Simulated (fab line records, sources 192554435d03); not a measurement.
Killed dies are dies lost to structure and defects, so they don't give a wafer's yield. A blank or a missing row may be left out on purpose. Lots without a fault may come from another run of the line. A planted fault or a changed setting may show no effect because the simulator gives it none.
fab line records | flow n5_finfet
record lots=7 wafers=21 last_day=18
route steps=1938 shown MIM_BOT_LITHO@1858 MIM_BOT_ETCH@1866 PASSIVATION@1936
lots that met no fault: from a run of the same line without faults
start_h: hours from the record's first day to the start of the lot's first wafer shown | wait_h: hours since the lot's step before | " the same as in the row above | L1.1+2: a row that stands for several wafers | - no value, or no start given | * or withheld: withheld | < > ~ a bound
route shown NAME@n: a module of which the file shows steps, and the number in the route of the first | usual: mean/standard deviation of fault-free wafers | same: alike in all rows | chamber/n: place in a boat | sites: the reading at each site | _std_site: their standard deviation | _edge_site: outer sites' mean less inner sites' | radius_mm: how far each site lies from the wafer's centre | mask NAME#n: copy n | behind: the tool/chamber that last shaped the wafer | hold: why the lot was held/for how many hours/how that ended | device: the transistor (n, p or np) that didn't switch | end of line: the same wafers' tests at the end of the route | a step without rows: its recipe alone | killed: dies lost to structure and defects at the first sort, not the wafer's yield | map: a wafer's dies, x killed, . not, _ none there
set.NAME: the setting as run; set.NAME@STEP: as run at that earlier step | model.NAME: the simulator's own value behind a step, which no gauge read
lots at some steps of the route; a table a step, a row a wafer
services: from which hour (start_h, from the record's first day; less than 0 if before it) a tool's chamber was out of use, for how many hours, and why
## steps
# step N5_MIM_BOT_LITHO_EXPOSE_05
# recipe mask_id=MIM_BOT na=0.55 source_shape=conventional sigma_outer=0.8 polarization=unpolarized dose_mj=24.25
# step N5_MIM_BOT_LITHO_PEB_06
# recipe peb_temp_c=withheld peb_time_s=*
# step N5_MIM_BOT_LITHO_DEVELOP_07
# recipe develop_time_s=60 rinse_liquid=diw dry=air_spin dev_temp_c=21
# step N5_MIM_BOT_LITHO_HARDBAKE_09
# recipe temp_c=130 time_s=120
# step N5_MIM_BOT_LITHO_CD_MEAS_08
# recipe target_cd_nm=3000 landing_energy_ev=500 detector=se_inlens polarity=opening
# usual cd_nm=2999/3.1
# columns lot.wafer tool chamber start_h wait_h cd_nm
L801.1 cd_sem-01 0 297.42 - 2998
L801.4 " 0 " " 2998
L801.6 " 0 " " 2995
L802.2 cd_sem-01 0 316.20 - 3002
L802.3 " 0 " " 3003
L802.4 " 0 " " 3001
L812.2 cd_sem-01 0 365.60 - 2999
L812.3 " 0 " " 3001
L812.5 " 0 " " 3000
L814.1 cd_sem-02 0 370.38 - 3001
L814.4 " 0 " " 3000
L814.6 " 0 " " 3004
L813.1 cd_sem-03 0 383.15 - 3005
L813.2 " 0 " " 3000
L813.5 " 0 " " 3001
L818.1 cd_sem-02 0 411.94 - 3001
L818.3 " 0 " " 2998
L818.4 " 0 " " 3000
L819.1 cd_sem-02 0 422.17 - 3002
L819.2 " 0 " " 3005
L819.3 " 0 " " 2999
# step N5_MIM_BOT_LITHO_OVL_MEAS_11
# recipe points_per_wafer=44
# usual MIM_BOT_OVL=1/5.4
# columns lot.wafer tool chamber start_h wait_h MIM_BOT_OVL[nm]
L801.1 overlay-01 0 297.45 0.0 2
L801.4 " 0 " " 10
L801.6 " 0 " " 11
L802.2 overlay-02 0 316.23 0.0 1
L802.3 " 0 " " -3
L802.4 " 0 " " 4
L812.2 overlay-01 0 365.63 0.0 -6
L812.3 " 0 " " -8
L812.5 " 0 " " -5
L814.1 overlay-02 0 370.41 0.0 -1
L814.4 " 0 " " 3
L814.6 " 0 " " 9
L813.1 overlay-02 0 383.18 0.0 -7
L813.2 " 0 " " -2
L813.5 " 0 " " 0
L818.1 overlay-02 0 411.97 0.0 0
L818.3 " 0 " " 1
L818.4 " 0 " " 0
L819.1 overlay-01 0 422.20 0.0 1
L819.2 " 0 " " -6
L819.3 " 0 " " -1
# step N5_MIM_BOT_LITHO_INSPECT_12
# recipe mode=adi inspect_instrument=macro
# usual raw_defect_count=2.0/1.5
# columns lot.wafer tool chamber start_h wait_h raw_defect_count
L801.1 defect_inspect-02 - 297.47 0.0 1
L801.4 " - " " 1
L801.6 " - " " 2
L802.2 defect_inspect-02 - 316.25 0.0 4
L802.3 " - " " 2
L802.4 " - " " 4
L812.2 defect_inspect-01 - 365.65 0.0 2
L812.3 " - " " 1
L812.5 " - " " 0
L814.1 defect_inspect-01 - 370.43 0.0 0
L814.4 " - " " 3
L814.6 " - " " 0
L813.1 defect_inspect-01 - 383.21 0.0 1
L813.2 " - " " 6
L813.5 " - " " 2
L818.1 defect_inspect-02 - 411.99 0.0 6
L818.3 " - " " 2
L818.4 " - " " 4
L819.1 defect_inspect-01 - 422.22 0.0 2
L819.2 " - " " 1
L819.3 " - " " 2
# step N5_MIM_BOT_LITHO_DESCUM_10
# recipe chemistry=O2 time_s=7.9 source_power_w=50 bias_power_w=20 pressure_mtorr=20 rf_frequency_hz=2.712e+07 temp_c=40 o2_flow_sccm=225
# usual drypump_motor_current_A=6.1/0.44 oes_product_au=0.81/0.09 rf_fwd_power_W=49.72/0.19 rf_vpp_V=242.9/1.3 showerhead_plenum_p_Torr=2.07/0.066 temp_c=39.99/0.11 throttle_valve_pct=20.37/0.17
# columns lot.wafer tool chamber start_h wait_h drypump_motor_current_A oes_product_au rf_fwd_power_W rf_hours_counter_h rf_vpp_V showerhead_plenum_p_Torr temp_c throttle_valve_pct
L801.1 rie_diel-02 1 297.92 0.4 6.3 0.79 50.08 101 245.0 2.11 39.94 20.52
L801.4 " 0 " " 5.8 0.68 49.90 226 242.8 2.00 40.09 20.47
L801.6 " 1 " " 6.3 0.79 49.82 - 242.5 2.11 39.85 20.52
L802.2 rie_diel-02 2 316.29 0.0 5.9 0.92 49.89 30 243.1 2.04 40.07 20.15
L802.3 " 1 " " 6.3 0.78 50.04 106 242.3 2.11 39.99 20.52
L802.4 " 0 " " 5.8 0.67 50.00 232 240.5 2.00 39.98 20.50
L812.2 rie_diel-02 0 365.69 0.0 5.7 0.66 49.96 250 241.4 1.99 40.09 20.53
L812.3 " 3 " " 6.8 0.86 49.39 39 241.6 2.03 39.97 20.42
L812.5 " 2 " " 5.8 0.87 49.74 - 241.2 2.04 40.14 20.17
L814.1 rie_diel-02 1 370.47 0.0 6.3 0.76 50.09 127 243.7 2.10 40.01 20.54
L814.4 " 3 " " 6.8 0.87 49.38 - 242.7 2.02 39.81 20.41
L814.6 " 2 " " 5.9 0.88 49.74 - 242.0 2.03 40.16 20.18
L813.1 rie_diel-06 3 383.49 0.3 6.4 0.72 49.72 207 245.4 2.17 40.11 20.58
L813.2 " 1 " " 5.7 0.74 49.24 168 240.2 2.01 40.06 20.38
L813.5 " 3 " " 6.4 0.73 49.92 - 244.1 2.17 40.24 20.58
L818.1 rie_diel-02 3 412.03 0.0 6.8 0.84 49.49 57 241.4 2.02 40.19 20.44
L818.3 " 0 " " 5.8 0.91 49.60 10 241.5 1.99 39.99 20.31
L818.4 " 2 " " 5.9 0.86 49.78 64 242.6 2.03 40.06 20.19
L819.1 rie_diel-02 3 422.25 0.0 6.8 0.83 49.80 61 243.5 2.02 39.92 20.45
L819.2 " 2 " " 5.9 0.86 49.71 68 242.5 2.03 39.95 20.22
L819.3 " 1 " " 6.3 0.75 49.85 144 243.7 2.10 40.09 20.58
# step N5_MIM_BOT_ETCH_ETCH_04
# recipe chemistry=CF4/O2 target=SiNx target_depth_a=260 time_s=13 ion_energy_ev=100 pressure_mtorr=40 source_w=535 bias_w=49 Ar_flow_sccm=100 cf4_flow_sccm=100 O2_flow_sccm=10
# usual drypump_motor_current_A=6.1/0.44 mfc_ar_sccm=100.01/0.28 oes_f_703_au=0.80/0.081 oes_o_777_au=0.80/0.081 oes_product_au=0.80/0.088 rf_fwd_power_W=532.1/1.8 rf_vpp_V=239/6.4 showerhead_plenum_p_Torr=2.19/0.072 throttle_valve_pct=15.92/0.16
# columns lot.wafer tool chamber start_h wait_h drypump_motor_current_A mfc_ar_sccm oes_f_703_au oes_o_777_au oes_product_au rf_fwd_power_W rf_hours_counter_h rf_vpp_V showerhead_plenum_p_Torr throttle_valve_pct
L801.1 rie_diel-02 1 297.98 0.0 6.3 100.33 0.79 0.81 0.78 533.4 101 230 2.23 16.01
L801.4 " 0 " " 5.8 99.81 0.70 0.72 0.67 536.8 226 237 2.08 15.94
L801.6 " 1 " " 6.3 100.18 0.80 0.81 0.78 533.5 - 230 2.23 16.01
L802.2 rie_diel-02 2 316.35 0.0 5.9 100.19 0.89 0.88 0.92 531.3 30 241 2.18 15.81
L802.3 " 1 " " 6.3 99.88 0.79 0.81 0.78 533.5 106 230 2.22 16.00
L802.4 " 0 " " 5.8 100.19 0.69 0.71 0.67 533.5 232 239 2.08 15.96
L812.2 rie_diel-02 0 365.75 0.0 5.8 100.24 0.68 0.70 0.67 529.9 250 238 2.07 16.00
L812.3 " 3 " " 6.8 99.89 0.81 0.83 0.84 531.7 39 248 2.14 16.02
L812.5 " 2 " " 5.9 100.34 0.87 0.85 0.89 533.3 - 240 2.17 15.84
L814.1 rie_diel-02 1 370.53 0.0 6.3 100.48 0.77 0.78 0.76 534.8 127 228 2.22 16.03
L814.4 " 3 " " 6.8 100.19 0.80 0.82 0.84 530.8 - 249 2.14 16.00
L814.6 " 2 " " 5.9 100.05 0.86 0.85 0.88 531.4 - 241 2.17 15.85
L813.1 rie_diel-06 3 383.56 0.0 6.4 99.95 0.71 0.71 0.73 534.6 207 249 2.28 16.07
L813.2 " 1 " " 5.7 99.64 0.72 0.74 0.71 529.3 168 237 2.11 15.94
L813.5 " 3 " " 6.4 100.13 0.71 0.72 0.72 536.3 - 247 2.28 16.06
L818.1 rie_diel-02 3 412.09 0.0 6.8 100.04 0.78 0.80 0.81 528.5 57 248 2.14 16.05
L818.3 " 0 " " 5.8 100.13 0.92 0.95 0.92 531.9 10 236 2.07 15.59
L818.4 " 2 " " 5.9 100.32 0.84 0.83 0.86 530.5 64 241 2.17 15.85
L819.1 rie_diel-02 3 422.32 0.0 6.8 99.86 0.78 0.80 0.81 529.8 61 250 2.14 16.05
L819.2 " 2 " " 5.9 100.20 0.83 0.84 0.85 532.7 68 240 2.17 15.87
L819.3 " 1 " " 6.4 99.93 0.76 0.77 0.74 531.7 144 231 2.21 16.09
# step N5_MIM_BOT_ETCH_ETCH_03
# recipe chemistry=Cl2/BCl3 target_depth_a=120 pressure_mtorr=8 icp_w=800 bias_w=100 Cl2_flow_sccm=20 bcl3_flow_sccm=80
# usual drypump_motor_current_A=5.7/0.33 oes_product_au=0.87/0.078 rf_fwd_power_W=796/3.2 throttle_valve_pct=27.58/0.24
# columns lot.wafer tool chamber start_h wait_h drypump_motor_current_A oes_product_au rf_fwd_power_W rf_hours_counter_h throttle_valve_pct
L801.1 rie_metal-02 1 298.07 0.1 5.8 0.97 799 4 27.49
L801.4 " 1 " " 5.8 0.95 797 - 27.50
L801.6 " 1 " " 5.8 0.97 797 - 27.48
L802.2 rie_metal-03 1 316.44 0.1 5.3 0.91 800 6 27.72
L802.3 " 0 " " 5.9 0.76 798 - 27.75
L802.4 " 1 " " 5.3 0.91 800 - 27.73
L812.2 rie_metal-02 1 365.84 0.1 5.8 0.92 797 10 27.51
L812.3 " 0 " " 5.8 0.85 789 - 27.76
L812.5 " 0 " " 5.8 0.85 791 - 27.79
L814.1 rie_metal-02 0 370.62 0.1 5.8 0.84 789 17 27.78
L814.4 " 0 " " 5.8 0.83 793 - 27.77
L814.6 " 0 " " 5.8 0.85 795 - 27.77
L813.1 rie_metal-03 1 383.64 0.1 5.3 0.85 797 13 27.73
L813.2 " 0 " " 5.9 0.73 796 49 27.76
L813.5 " 0 " " 5.9 0.73 795 - 27.75
L818.1 rie_metal-01 0 412.18 0.1 6.2 0.86 793 23 27.03
L818.3 " 1 " " 5.0 0.95 793 - 27.45
L818.4 " 0 " " 6.2 0.85 794 - 27.01
L819.1 rie_metal-03 0 422.42 0.1 5.9 0.73 792 54 27.77
L819.2 " 1 " " 5.3 0.84 799 17 27.75
L819.3 " 1 " " 5.3 0.84 801 - 27.73
# step N5_MIM_BOT_ETCH_ETCH_00
# recipe chemistry=Cl2/BCl3 target=TiN target_depth_a=455 ion_energy_ev=150 pressure_mtorr=10 icp_w=1000 bias_w=126 Cl2_flow_sccm=53.25 bcl3_flow_sccm=21.75 Ar_flow_sccm=25
# usual drypump_motor_current_A=5.7/0.34 mfc_ar_sccm=25.00/0.073 oes_product_au=0.87/0.077 rf_fwd_power_W=995/3.4 throttle_valve_pct=21.91/0.21
# columns lot.wafer tool chamber start_h wait_h drypump_motor_current_A mfc_ar_sccm oes_product_au rf_fwd_power_W rf_hours_counter_h throttle_valve_pct
L801.1 rie_metal-02 1 298.16 0.1 5.7 25.11 0.97 993 4 21.81
L801.4 " 1 " " 5.8 25.06 0.97 996 - 21.79
L801.6 " 1 " " 5.7 25.00 0.97 999 - 21.84
L802.2 rie_metal-03 1 316.53 0.1 5.3 24.96 0.92 995 6 22.01
L802.3 " 0 " " 5.9 25.00 0.77 996 - 22.11
L802.4 " 1 " " 5.3 24.93 0.90 999 - 22.02
L812.2 rie_metal-02 1 365.93 0.1 5.8 25.04 0.93 992 10 21.83
L812.3 " 0 " " 5.8 25.13 0.85 994 - 22.00
L812.5 " 0 " " 5.8 25.06 0.85 994 - 22.01
L814.1 rie_metal-02 0 370.71 0.1 5.8 25.02 0.84 991 17 22.01
L814.4 " 0 " " 5.8 24.94 0.84 994 - 22.02
L814.6 " 0 " " 5.8 24.90 0.85 993 - 22.03
L813.1 rie_metal-03 1 383.73 0.1 5.3 25.00 0.86 995 13 22.05
L813.2 " 0 " " 5.9 25.07 0.73 997 49 22.14
L813.5 " 0 " " 5.9 25.11 0.73 997 - 22.14
L818.1 rie_metal-01 0 412.27 0.1 6.2 24.96 0.87 992 23 21.49
L818.3 " 1 " " 5.0 24.90 0.95 990 - 21.69
L818.4 " 0 " " 6.2 24.97 0.85 989 - 21.50
L819.1 rie_metal-03 0 422.51 0.1 5.9 25.13 0.73 996 54 22.16
L819.2 " 1 " " 5.3 25.04 0.84 1000 17 22.06
L819.3 " 1 " " 5.3 24.97 0.84 998 - 22.07
# step N5_MIM_BOT_ETCH_STRIP_01
# recipe chemistry=O2 power_w=600 temp_c=60 pressure_mtorr=30 rf_frequency_hz=6e+07 bias_power_w=0 overash_fraction=0.5 o2_flow_sccm=225
# usual chamber_pressure_mTorr=30.00/0.073 drypump_motor_current_A=6.0/0.46 oes_product_au=0.80/0.086 rf_vpp_V=3.7/1.3 showerhead_plenum_p_Torr=2.10/0.07 temp_c=59.99/0.12 throttle_valve_pct=16.58/0.18
# same bias_power_w=0
# columns lot.wafer tool chamber start_h wait_h chamber_pressure_mTorr drypump_motor_current_A oes_product_au rf_hours_counter_h rf_vpp_V showerhead_plenum_p_Torr temp_c throttle_valve_pct
L801.1 rie_diel-02 0 298.31 0.1 30.03 5.8 0.67 226 3.2 2.00 59.93 16.77
L801.4 " 3 " " 30.04 6.8 0.90 14 5.2 2.04 60.01 16.63
L801.6 " 2 " " 30.01 5.9 0.94 - 2.6 2.05 59.93 16.34
L802.2 rie_diel-06 0 316.67 0.1 30.02 6.4 0.70 189 4.5 2.08 59.89 16.54
L802.3 " 3 " " 29.91 6.4 0.74 185 5.3 2.18 60.14 16.72
L802.4 " 2 " " 29.98 4.9 0.95 9 3.6 2.08 59.95 16.38
L812.2 rie_diel-06 3 366.07 0.1 29.87 6.4 0.72 201 5.6 2.18 59.95 16.76
L812.3 " 2 " " 29.97 4.9 0.91 24 5.1 2.07 59.89 16.42
L812.5 " 1 " " 29.98 5.8 0.74 - 4.3 2.02 60.04 16.68
L814.1 rie_diel-06 2 370.85 0.1 30.02 4.9 0.91 27 4.0 2.07 60.06 16.42
L814.4 " 1 " " 30.13 5.7 0.74 164 5.6 2.02 60.04 16.62
L814.6 " 1 " " 30.00 5.7 0.75 - 8.5 2.02 59.95 16.67
L813.1 rie_diel-04 3 383.88 0.1 30.17 5.8 0.87 57 3.9 2.23 59.69 16.19
L813.2 " 0 " " 29.90 5.9 0.77 111 4.8 2.19 60.05 16.82
L813.5 " 1 " " 29.91 5.8 0.85 - 4.5 2.12 60.01 16.50
L818.1 rie_diel-06 2 412.41 0.1 30.07 4.9 0.89 37 3.0 2.07 59.79 16.47
L818.3 " 3 " " 29.95 6.4 0.71 218 3.5 2.17 60.06 16.83
L818.4 " 1 " " 29.97 5.8 0.73 179 4.8 2.01 60.00 16.69
L819.1 rie_diel-06 2 422.65 0.1 29.99 4.9 0.88 40 2.0 2.07 59.96 16.51
L819.2 " 3 " " 30.05 6.4 0.70 222 3.5 2.17 60.20 16.77
L819.3 " 0 " " 29.95 6.3 0.68 227 4.5 2.06 59.96 16.60
# step N5_MIM_BOT_ETCH_STRIP_02
# recipe chemistry=post_etch_residue_remover time_s=1200 temp_c=72.5
# usual bath_guard_temp_C=72.6/0.47 bath_heat_duty_pct=14.9/1.3 temp_c=72.49/0.13
# columns lot.wafer tool chamber start_h wait_h bath_guard_temp_C bath_heat_duty_pct temp_c
L801.1 wet_bench-01 2 298.38 - 73.0 13.3 72.61
L801.4 " 0 " " 72.7 15.3 72.56
L801.6 " 6 " " 72.3 16.2 72.35
L802.2 wet_bench-06 0 316.74 - 72.3 14.5 72.52
L802.3 " 6 " " 72.8 13.8 72.52
L802.4 " 1 " " 72.5 15.9 72.50
L812.2 wet_bench-06 4 366.14 - - - -
L812.3 " 5 " " - - -
L812.5 " 1 " " - - -
L814.1 wet_bench-02 2 370.92 - - - -
L814.4 " 3 " " - - -
L814.6 " 7 " " - - -
L813.1 wet_bench-01 7 383.94 - - - -
L813.2 " 1 " " - - -
L813.5 " 4 " " - - -
L818.1 wet_bench-02 7 412.48 - 73.1 17.8 72.62
L818.3 " 6 " " 72.3 13.9 72.44
L818.4 " 5 " " 72.1 13.9 72.47
L819.1 wet_bench-02 1 422.72 - 73.1 16.2 72.68
L819.2 " 2 " " 72.2 16.0 72.34
L819.3 " 7 " " 73.2 17.5 72.58
# step N5_MIM_BOT_ETCH_CLEAN_05
# recipe chemistry=IPA time_s=180 temp_c=25
# step N5_PASSIVATION_PROBE_49
# usual defect_limited_yield=91.5/1.4 killed_at_M0_to_M3=32/11 killed_at_M4_up=12/4.4 killed_at_contacts=13/6.1 killed_at_front_end=39/12 killed_at_other=3.9/3 killed_dies=100/17 killed_open=66/12 killed_short=33/7.4 sort_bin_4_leakage=0.03/0.14 sort_bin_5_function=5.0/0.95 sort_bin_6_memory=3.2/0.66 sort_bin_8_speed=0.0/0.33 sort_n_pass=1079/17 sort_yield_pct=91.4/1.5
# same gross_dies=1180 killed_at_back_side=0
# columns lot.wafer tool chamber start_h wait_h defect_limited_yield[%] killed_at_M0_to_M3 killed_at_M4_up killed_at_contacts killed_at_front_end killed_at_other killed_dies killed_open killed_short sort_bin_4_leakage[%] sort_bin_5_function[%] sort_bin_6_memory[%] sort_bin_8_speed[%] sort_n_pass sort_yield_pct[%]
L814.1 prober-02 - 378.23 0.0 91.1 35 18 8 40 4 105 56 46 0 5.3 3.0 0 1075 91.1
L814.4 prober-02 - 378.38 0.2 91.4 37 10 9 45 1 102 64 38 0 5.4 3.0 0 1078 91.4
L814.6 prober-02 - 378.48 0.3 90.3 45 12 4 50 3 114 69 44 0 5.7 3.6 0 1066 90.3
L813.1 prober-01 - 392.11 0.0 92.0 32 14 19 27 2 94 57 37 0 4.7 3.2 0 1086 92.0
L813.2 prober-01 - 392.16 0.1 92.3 43 9 16 21 2 91 56 34 0 4.2 3.2 0 1089 92.3
L813.5 prober-01 - 392.31 0.2 92.3 22 17 13 35 4 91 57 33 0 4.4 3.1 0 1089 92.3
L818.1 prober-01 - 421.74 0.0 91.1 29 7 14 48 7 105 66 36 0 5.0 3.3 0 1075 91.1
L818.3 prober-01 - 421.84 0.1 91.0 23 8 14 59 2 106 63 39 0 5.8 2.9 0 1074 91.0
L818.4 prober-01 - 421.89 0.2 89.6 35 15 18 54 1 123 82 40 0 5.5 4.7 0 1057 89.6
# killed by level:class
L814.1 FIN_SAQP:geometric_particle:short=12 FIN_SAQP:geometric_particle:open=8 MOL_CONTACT_COAG:geometric_particle:open=8 BEOL_M0_SAQP:geometric_particle:short=8 BEOL_M0_SAQP:geometric_particle:open=7 STI_FIN_REVEAL:geometric_particle:open=6 BEOL_M5:geometric_particle:open=6 BEOL_M1:geometric_particle:open=4
L814.4 STI_FIN_REVEAL:geometric_particle:open=13 FIN_SAQP:geometric_particle:short=11 MOL_CONTACT_COAG:geometric_particle:open=7 FIN_SAQP:geometric_particle:open=6 BEOL_M2:geometric_particle:open=6 BEOL_M0_SAQP:geometric_particle:open=5 BEOL_M1:geometric_particle:short=5 BEOL_M3:geometric_particle:open=5
L814.6 FIN_SAQP:geometric_particle:open=11 FIN_SAQP:geometric_particle:short=11 BEOL_M0_SAQP:geometric_particle:open=10 BEOL_M0_SAQP:geometric_particle:short=10 BEOL_M1:geometric_particle:open=6 BEOL_M2:geometric_particle:open=6 GATE_CUT:geometric_particle:open=5 BEOL_M3:geometric_particle:open=5
L813.1 MOL_CONTACT_COAG:geometric_particle:open=14 BEOL_M0_SAQP:geometric_particle:short=8 GATE_CUT:geometric_particle:short=6 BEOL_M2:geometric_particle:open=6 BEOL_M4:geometric_particle:open=6 MOL_CONTACT_COAG:geometric_particle:short=5 STI_FIN_REVEAL:geometric_particle:open=4 GATE_CUT:geometric_particle:open=4
L813.2 MOL_CONTACT_COAG:geometric_particle:open=12 BEOL_M1:geometric_particle:open=11 BEOL_M0_SAQP:geometric_particle:short=8 BEOL_M0_SAQP:geometric_particle:open=8 GATE_CUT:geometric_particle:open=6 BEOL_M5:geometric_particle:open=5 BEOL_M3:geometric_particle:open=5 DUMMY_GATE:geometric_particle:open=4
L813.5 MOL_CONTACT_COAG:geometric_particle:open=10 BEOL_M4:geometric_particle:open=10 GATE_CUT:geometric_particle:short=8 FIN_SAQP:geometric_particle:short=6 BEOL_M3:geometric_particle:open=6 BEOL_M0_SAQP:geometric_particle:short=6 STI_FIN_REVEAL:geometric_particle:open=5 GATE_CUT:geometric_particle:open=5
L818.1 MOL_CONTACT_COAG:geometric_particle:open=11 FIN_SAQP:geometric_particle:short=8 FIN_SAQP:geometric_particle:open=8 BEOL_M2:geometric_particle:open=8 STI_FIN_REVEAL:geometric_particle:open=6 GATE_CUT:geometric_particle:short=5 GATE_CUT:geometric_particle:open=5 BEOL_M0_SAQP:geometric_particle:short=5
L818.3 STI_FIN_REVEAL:geometric_particle:open=13 FIN_SAQP:geometric_particle:short=12 FIN_SAQP:geometric_particle:open=9 MOL_CONTACT_COAG:geometric_particle:open=7 MOL_CONTACT_COAG:geometric_particle:short=6 BEOL_M3:geometric_particle:open=6 GATE_CUT:geometric_particle:short=5 BEOL_M1:geometric_particle:open=5
L818.4 MOL_CONTACT_COAG:geometric_particle:open=14 FIN_SAQP:geometric_particle:open=13 FIN_SAQP:geometric_particle:short=13 STI_FIN_REVEAL:geometric_particle:open=9 BEOL_M1:geometric_particle:open=7 BEOL_M2:geometric_particle:short=7 BEOL_M3:geometric_particle:open=7 BEOL_M4:geometric_particle:open=6
## services
# columns tool chamber start_h hours kind
rie_diel-06 2 274.97 - clean
rie_diel-06 2 274.97 - consumable_replace:focus_ring
rie_diel-06 2 274.97 20.6 scheduled_down
rie_diel-06 2 274.97 20.6 vent_cycle
wet_bench-01 - 275.44 4.4 pm
rie_metal-03 0 277.46 1.2 repair
rie_diel-06 - 279.75 0.6 repair
rie_metal-02 0 281.18 8.2 repair
rie_metal-01 - 282.30 2.8 pm
rie_metal-01 1 313.16 2.2 repair
rie_metal-02 - 342.30 1.0 repair
rie_metal-02 - 349.32 1.4 pm
rie_diel-04 2 365.46 5.0 repair
rie_diel-02 0 366.23 - clean
rie_diel-02 0 366.23 - consumable_replace:focus_ring
rie_diel-02 0 366.23 18.5 scheduled_down
rie_diel-02 0 366.23 18.5 vent_cycle
rie_diel-04 - 376.07 3.0 repair
rie_metal-03 - 378.13 2.1 repair
rie_diel-06 2 398.58 13.6 repair
rie_metal-02 1 421.00 1.5 repair
## key
first_sign step=N5_MIM_BOT_ETCH_STRIP_02 reading=tool_record direction=missing
effect none on later readings
met_at N5_MIM_BOT_ETCH_STRIP_02
struck_wafers L812.2,L812.3,L812.5,L813.1,L813.2,L813.5,L814.1,L814.4,L814.6
onset_between 316.74 366.14
fault kind=skipped_step_whole tool=wet_bench-01,wet_bench-02,wet_bench-06 chamber=- onset_h=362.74 steps=N5_MIM_BOT_ETCH_STRIP_02 scope=struck_lots_only
